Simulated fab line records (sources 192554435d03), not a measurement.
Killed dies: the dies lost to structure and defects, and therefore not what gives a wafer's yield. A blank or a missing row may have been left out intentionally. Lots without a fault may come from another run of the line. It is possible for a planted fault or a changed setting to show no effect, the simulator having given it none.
Lot-split experiment / flow n5Finfet / 21 wafers read from 7 lots, route of 1938 steps

== ABOUT THE SPLIT ==
At N5_BEOL_M7_VIA_ETCH_34 (etches SiCOH lowk in C4F6/O2, target depth 125.5 nm, time 50.5 s), the setting sourceW was moved away from the recipe's 345 W on 7 of the 21 wafers read, by -12.0% to -4.9%. All remaining wafers had this setting at the recipe value.

The split's own step is where the reading is taken.

== THE READING ==
etch.depthNm (the simulator's own value, which no gauge read), in nm, at N5_BEOL_M7_VIA_ETCH_34 (etches SiCOH lowk in C4F6/O2, target depth 125.5 nm, time 50.5 s). The file does not state a usual value for it. Across the 14 wafers here that went through the recipe, the average is 125.5 nm and the standard deviation 2 nm.

wafer=L074.4; tool, chamber at the split=rieDiel-06, 0; sourceW as run, W=345; against the recipe=recipe; etch.depthNm, nm=127.9; against lot-mates on the recipe=-
wafer=L074.5; tool, chamber at the split=rieDiel-06, 1; sourceW as run, W=303.5; against the recipe=-12.0%; etch.depthNm, nm=121.2; against lot-mates on the recipe=-6.7
wafer=L074.6; tool, chamber at the split=rieDiel-06, 2; sourceW as run, W=303.5; against the recipe=-12.0%; etch.depthNm, nm=118; against lot-mates on the recipe=-9.9
wafer=L081.1; tool, chamber at the split=rieDiel-02, 1; sourceW as run, W=312.4; against the recipe=-9.4%; etch.depthNm, nm=121.6; against lot-mates on the recipe=-5.3
wafer=L081.5; tool, chamber at the split=rieDiel-02, 0; sourceW as run, W=345; against the recipe=recipe; etch.depthNm, nm=127.9; against lot-mates on the recipe=-
wafer=L081.6; tool, chamber at the split=rieDiel-02, 1; sourceW as run, W=345; against the recipe=recipe; etch.depthNm, nm=125.9; against lot-mates on the recipe=-
wafer=L084.2; tool, chamber at the split=rieDiel-06, 3; sourceW as run, W=345; against the recipe=recipe; etch.depthNm, nm=122.8; against lot-mates on the recipe=-
wafer=L084.4; tool, chamber at the split=rieDiel-06, 2; sourceW as run, W=345; against the recipe=recipe; etch.depthNm, nm=122.2; against lot-mates on the recipe=-
wafer=L084.6; tool, chamber at the split=rieDiel-06, 2; sourceW as run, W=345; against the recipe=recipe; etch.depthNm, nm=123.1; against lot-mates on the recipe=-
wafer=L086.2; tool, chamber at the split=rieDiel-05, 1; sourceW as run, W=345; against the recipe=recipe; etch.depthNm, nm=125.9; against lot-mates on the recipe=-
wafer=L086.3; tool, chamber at the split=rieDiel-05, 0; sourceW as run, W=345; against the recipe=recipe; etch.depthNm, nm=127.3; against lot-mates on the recipe=-
wafer=L086.4; tool, chamber at the split=rieDiel-05, 1; sourceW as run, W=345; against the recipe=recipe; etch.depthNm, nm=126.3; against lot-mates on the recipe=-
wafer=L088.2; tool, chamber at the split=rieDiel-02, 2; sourceW as run, W=326; against the recipe=-5.5%; etch.depthNm, nm=125.2; against lot-mates on the recipe=no lot-mate on the recipe
wafer=L088.4; tool, chamber at the split=rieDiel-02, 3; sourceW as run, W=326; against the recipe=-5.5%; etch.depthNm, nm=124.2; against lot-mates on the recipe=no lot-mate on the recipe
wafer=L088.6; tool, chamber at the split=rieDiel-02, 1; sourceW as run, W=326; against the recipe=-5.5%; etch.depthNm, nm=123.9; against lot-mates on the recipe=no lot-mate on the recipe
wafer=L093.1; tool, chamber at the split=rieDiel-02, 0; sourceW as run, W=345; against the recipe=recipe; etch.depthNm, nm=128.6; against lot-mates on the recipe=-
wafer=L093.2; tool, chamber at the split=rieDiel-02, 1; sourceW as run, W=345; against the recipe=recipe; etch.depthNm, nm=125.6; against lot-mates on the recipe=-
wafer=L093.3; tool, chamber at the split=rieDiel-02, 3; sourceW as run, W=328.1; against the recipe=-4.9%; etch.depthNm, nm=123.9; against lot-mates on the recipe=-3.2
wafer=L094.2; tool, chamber at the split=rieDiel-06, 1; sourceW as run, W=345; against the recipe=recipe; etch.depthNm, nm=125.6; against lot-mates on the recipe=-
wafer=L094.3; tool, chamber at the split=rieDiel-06, 0; sourceW as run, W=345; against the recipe=recipe; etch.depthNm, nm=124.8; against lot-mates on the recipe=-
wafer=L094.4; tool, chamber at the split=rieDiel-06, 2; sourceW as run, W=345; against the recipe=recipe; etch.depthNm, nm=123.2; against lot-mates on the recipe=-

THE FIT
A straight line over all 21 wafers: etch.depthNm changes by +0.431 nm for each +1% of sourceW; r = +0.70; the points scatter about the line by 1.9 nm.
The same after taking each lot's own level away (the mean of its wafers on the recipe; 18 wafers): +0.661 nm for each +1%; r = +0.94; scatter 1 nm.
According to that fit, moving sourceW by its largest amount changes the reading by 7.9 nm.
Measured against the standard deviation above, the lots' own levels, which go from 122.70 to 127.90 nm, span 2.6 times it.
So the lot-to-lot level blurs the effect unless lot-mates are compared.
Check: -8.63 nm against its lot-mates is what the line predicts for one of the wafers moved furthest among these (-12.0%) when that wafer is left out of the fit. Against them it came out at -6.7 nm.

== THESE WAFERS: OTHER SPLITS ==
Before the reading, these wafers also passed through other splits. Each is held against what the fit with the lots' levels taken away leaves over:
other split on the same wafers=N5_BEOL_M7_PECVD_70 tempC; wafers away from the commonest value=5; r with etch.depthNm (lot level and that fit taken away)=-0.19
other split on the same wafers=N5_BEOL_M7_COAT_05 spinRpm; wafers away from the commonest value=3; r with etch.depthNm (lot level and that fit taken away)=-0.18

== FILE'S OWN FIT ==
etch.depthNm changes by +0.644 nm for each +1% of sourceW, r = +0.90.
